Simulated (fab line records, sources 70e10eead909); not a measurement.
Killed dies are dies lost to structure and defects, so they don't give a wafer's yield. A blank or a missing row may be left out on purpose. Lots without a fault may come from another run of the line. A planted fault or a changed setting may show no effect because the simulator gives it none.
Tool commonality check | flow nand_harc | 13 lots, 45 wafers sampled

WHY IT WAS OPENED
At NHARC_P_M2_CD_MEAS_09 the reading cd_nm is flagged on 2 of 13 lots. Wafers without a fault read 170.0 nm, standard deviation 0.6.
Rule: a lot is flagged when every wafer of it that has a number lies more than 4 standard deviations from that mean, or none has a number. The other lots count as sound.

lot  | measured     | on        | cd_nm (nm), wafer by wafer          | flag
L422 | day 6 14:28  | cd_sem-03 | 170.0 170.0 169.2                   |
L423 | day 6 17:36  | cd_sem-02 | 169.3 169.5 170.5                   |
L424 | day 7 04:43  | cd_sem-03 | 170.2 169.9 169.1                   |
L428 | day 7 16:43  | cd_sem-01 | 170.5 170.1 170.3                   |
L429 | day 7 21:59  | cd_sem-01 | 169.5 170.7 170.4                   |
L431 | day 8 12:22  | cd_sem-02 | 169.5 170.1 169.5                   |
L432 | day 8 13:16  | cd_sem-03 | 170.1 170.7 171.5                   |
L433 | day 9 02:02  | cd_sem-01 | 170.2 170.6 170.2                   |
L436 | day 9 13:52  | cd_sem-01 | 171.1 171.3 170.1                   |
L435 | day 9 14:47  | cd_sem-03 | 170.6 169.6 169.4                   |
L438 | day 10 07:41 | cd_sem-03 | 169.3 169.1 170.3                   |
L444 | day 11 09:37 | cd_sem-01 | 205.7 205.8 205.2 205.4 206.2 205.1 | FLAGGED
L445 | day 12 01:09 | cd_sem-03 | 206.4 205.4 206.0 206.2 205.2 205.7 | FLAGGED
The numbers of the flagged lots are 205.7 nm on average: +35.7 nm against the usual, or +59 standard deviations.

WHICH TOOL RAN EACH LOT
The record holds 3 process steps before the reading, out of a route of 1159 steps. In each cell: the tool, then ch and the chambers that the sampled wafers went through, then the start.
lot  | flag    | NHARC_P_M1_PRE_CLEAN_30                 | NHARC_P_M1_DEP_33               | NHARC_P_M2_PEB_07
L422 |         | pvd_sputter-02, day 6 12:32 or earlier  | pecvd-01 ch 0,1, day 6 12:58    | litho_track-01 ch 0, day 6 14:23
L423 |         | pvd_sputter-01, day 6 16:03 or earlier  | pecvd-03 ch 0,2, day 6 16:25    | litho_track-04 ch 0, day 6 17:32
L424 |         | pvd_sputter-02, day 7 03:09 or earlier  | pecvd-03 ch 0,1,2, day 7 03:27  | litho_track-01 ch 0, day 7 04:38
L428 |         | pvd_sputter-02, day 7 14:49 or earlier  | pecvd-01 ch 0, day 7 15:23      | litho_track-01 ch 0, day 7 16:38
L429 |         | pvd_sputter-02, day 7 20:16 or earlier  | pecvd-01 ch 0,1, day 7 20:41    | litho_track-01 ch 0, day 7 21:55
L431 |         | pvd_sputter-02, day 8 10:49 or earlier  | pecvd-03 ch 1,2, day 8 11:07    | litho_track-01 ch 0, day 8 12:17
L432 |         | pvd_sputter-02, day 8 11:42 or earlier  | pecvd-01 ch 0,1,2, day 8 12:00  | litho_track-06 ch 0, day 8 13:11
L433 |         | pvd_sputter-03, day 9 00:30 or earlier  | pecvd-01 ch 0,1,2, day 9 00:50  | litho_track-06 ch 0, day 9 01:57
L436 |         | pvd_sputter-03, day 9 12:18 or earlier  | pecvd-03 ch 0,2, day 9 12:39    | litho_track-04 ch 0, day 9 13:47
L435 |         | pvd_sputter-01, day 9 12:56 or earlier  | pecvd-01 ch 0,1,2, day 9 13:41  | litho_track-04 ch 0, day 9 14:43
L438 |         | pvd_sputter-03, day 10 06:07 or earlier | pecvd-01 ch 0,1,2, day 10 06:26 | litho_track-06 ch 0, day 10 07:37
L444 | FLAGGED | pvd_sputter-03, day 11 08:04 or earlier | pecvd-03 ch 0,2, day 11 08:23   | litho_track-01 ch 0, day 11 09:32
L445 | FLAGGED | pvd_sputter-01, day 11 23:37 or earlier | pecvd-01 ch 0,1,2, day 11 23:55 | litho_track-01 ch 0, day 12 01:04
What these steps do:
- NHARC_P_M1_PRE_CLEAN_30: time 30 s.
- NHARC_P_M1_DEP_33: deposits SiCN, target thk 30 nm.
- NHARC_P_M2_PEB_07: peb time 65 s.
- NHARC_P_M2_CD_MEAS_09: target cd 170 nm.

FLAGGED OVER TOTAL, TOOL BY TOOL (the gauges that took the reading come last)
step                    | tool           | lots run | flagged | share of the flagged lots | sound lots run after its first flagged lot
NHARC_P_M1_PRE_CLEAN_30 | pvd_sputter-01 | 3        | 1       | some                      | 0
NHARC_P_M1_PRE_CLEAN_30 | pvd_sputter-02 | 6        | 0       | none                      | -
NHARC_P_M1_PRE_CLEAN_30 | pvd_sputter-03 | 4        | 1       | some                      | 0
NHARC_P_M1_DEP_33       | pecvd-01       | 8        | 1       | some                      | 0
NHARC_P_M1_DEP_33       | pecvd-03       | 5        | 1       | some                      | 0
NHARC_P_M2_PEB_07       | litho_track-01 | 7        | 2       | all                       | 0
NHARC_P_M2_PEB_07       | litho_track-04 | 3        | 0       | none                      | -
NHARC_P_M2_PEB_07       | litho_track-06 | 3        | 0       | none                      | -
NHARC_P_M2_CD_MEAS_09   | cd_sem-01      | 5        | 1       | some                      | 0
NHARC_P_M2_CD_MEAS_09   | cd_sem-02      | 2        | 0       | none                      | -
NHARC_P_M2_CD_MEAS_09   | cd_sem-03      | 6        | 1       | some                      | 0
NHARC_P_M1_PRE_CLEAN_30 gives no start for some lots, so the hours and the order of its lots are those of NHARC_P_M1_THK_MEAS_24.

WHAT THE TABLE ALLOWS
1 row of the table ran every flagged lot: litho_track-01 at NHARC_P_M2_PEB_07.
- litho_track-01 at NHARC_P_M2_PEB_07: 2 of its 7 lots flagged. Its last sound lot is L431 (day 8 12:17), its first flagged lot L444 (day 11 09:32): a fault that began between those two fits. Its own readings lie more than 4 standard deviations out on every wafer of the flagged lots: heater_power_total_W, plate_temp_C.
One tool is left: litho_track-01 at NHARC_P_M2_PEB_07.

WHAT THE SIMULATOR HAD PUT IN
Process parameter drift: litho_track-01, from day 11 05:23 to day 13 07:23, at NHARC_P_M2_PEB_07. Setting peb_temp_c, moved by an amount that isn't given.
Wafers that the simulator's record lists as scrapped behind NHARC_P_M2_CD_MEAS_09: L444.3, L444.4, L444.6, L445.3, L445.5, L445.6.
Lots struck among those shown: L444, L445. The rule above found the same.
